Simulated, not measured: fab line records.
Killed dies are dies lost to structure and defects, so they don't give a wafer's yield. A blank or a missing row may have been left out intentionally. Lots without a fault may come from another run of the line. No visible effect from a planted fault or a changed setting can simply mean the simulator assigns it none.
A lot that was struck, set against a sound lot    flow nand-harc    36 out of 1159 route steps
Sound: these wafers, L700.1, L700.3, L700.6. Struck: wafer L714.6. (L714.1, L714.3 of the same lot were not struck and are left out.) The cause comes at the end.
At each step with rows: each side's tool, then ch and its chambers, then its first start. Under that, the readings that differ: sound wafers    struck wafers    difference of the means    sigmas: that difference in standard deviations of wafers without a fault.
alike: a reading whose means differ by less than 2 such deviations, as well as words and numbers matching on both sides. not compared: withheld readings; readings where some wafer has no value; bounds like >300 that might hide an equal value; numbers whose values overlap and for which the record gives no deviation.
Wherever a step has rows on one side only, a row that says differs or no value, or a row with sigmas, the two part there. Numbers that have no deviation but don't overlap get no sigmas and don't part them. Lack of a reading on every wafer of one side parts them only where that side has two or more wafers.

first, 9 steps without rows for these wafers: NHARC_A_SGD_CUT_COAT_56 (time 75 s); NHARC_A_SGD_CUT_COAT_57 (time 65 s); NHARC_A_SGD_CUT_COAT_03 (resist thk 90 nm); NHARC_A_SGD_CUT_SOFTBAKE_04 (time 55 s); NHARC_A_SGD_CUT_EBR_05; NHARC_A_SGD_CUT_EXPOSE_06 (exposes mask SGD); NHARC_A_SGD_CUT_PEB_07 (peb time 65 s); NHARC_A_SGD_CUT_DEVELOP_08 (develop time 35 s); NHARC_A_SGD_CUT_DESCUM_14 (chemistry O2, time 3 s).
NHARC_A_SGD_CUT_ETCH_58: etches the open film in CF4, target depth 39 nm, time 65 s.
  sound on rie-diel-09 ch 0,2,3, day 14 14:19; struck on rie-diel-08 ch 1, day 17 23:28
  alike: drypump-motor-current-A, oes-product-au, rf-vpp-V, showerhead-plenum-p-Torr, throttle-valve-pct
  not compared: rf-hours-counter-h
then, 25 steps without rows for these wafers: NHARC_A_SGD_CUT_ETCH_59 (etches the open film in N2/H2, target depth 260 nm, time 406.25 s); NHARC_A_SGD_CUT_ETCH_15 (etches the open film in CH3F/O2, target depth 75 nm, time 64.3 s); NHARC_A_SGD_CUT_ETCH_16 (etches the open film in C4F8/O2/Ar, target depth 310.5 nm, time 155.2 s); NHARC_A_SGD_CUT_STRIP_60 (strips in C4F8/O2/Ar); NHARC_A_SGD_CUT_STRIP_17 (strips in O2); NHARC_A_SGD_CUT_PRECLEAN_18 (cleans in SC1); NHARC_A_SGD_CUT_SRD_19; NHARC_A_SGD_CUT_DEP_20 (deposits SiO2, target thk 150 nm); NHARC_A_SGD_CUT_ANNEAL_27 (time 1800 s); NHARC_A_SGD_CUT_CMP_21 (polishes, target thk 148.19 nm); NHARC_A_SGD_CUT_SRD_23; NHARC_A_SGD_CUT_ETCH_26 (etches SiO2 in dHF, target depth 45.8 nm); NHARC_A_SGD_CUT_ETCHBACK_24 (etches the open film in CH3F/O2, target depth 50 nm, time 92.857 s); NHARC_A_SGD_CUT_STRIP_28 (strips in O2, time 20 s); NHARC_A_SLIT_DEP_25 (deposits SiO2, target thk 200 nm); NHARC_A_SLIT_DEP_00 (deposits aC, target thk 3200 nm); NHARC_A_SLIT_DEP_23 (deposits SiON, target thk 100 nm); NHARC_A_SLIT_DEHYDRATE_01 (time 120 s); NHARC_A_SLIT_HMDS_02 (time 30 s); NHARC_A_SLIT_COAT_03 (resist thk 90 nm); NHARC_A_SLIT_SOFTBAKE_04 (time 55 s); NHARC_A_SLIT_EBR_05; NHARC_A_SLIT_EXPOSE_06 (exposes mask SLIT); NHARC_A_SLIT_PEB_07 (peb time 65 s); NHARC_A_SLIT_DEVELOP_08 (develop time 35 s).
-- break in the record here, with 6 days between the starts of the struck wafers on either side (left off in module A_SLIT, picked up again in module END, where the first step shown is number 1159 on the route) --
NHARC_END_SORT_01:
  the record has rows for the struck wafers here (prober-01 ch 0, day 23 22:37) and none for the sound ones

## WHERE THEY PART
At NHARC_END_SORT_01 and nowhere else, as far as this record goes.

WHY: what had been put in by the simulator
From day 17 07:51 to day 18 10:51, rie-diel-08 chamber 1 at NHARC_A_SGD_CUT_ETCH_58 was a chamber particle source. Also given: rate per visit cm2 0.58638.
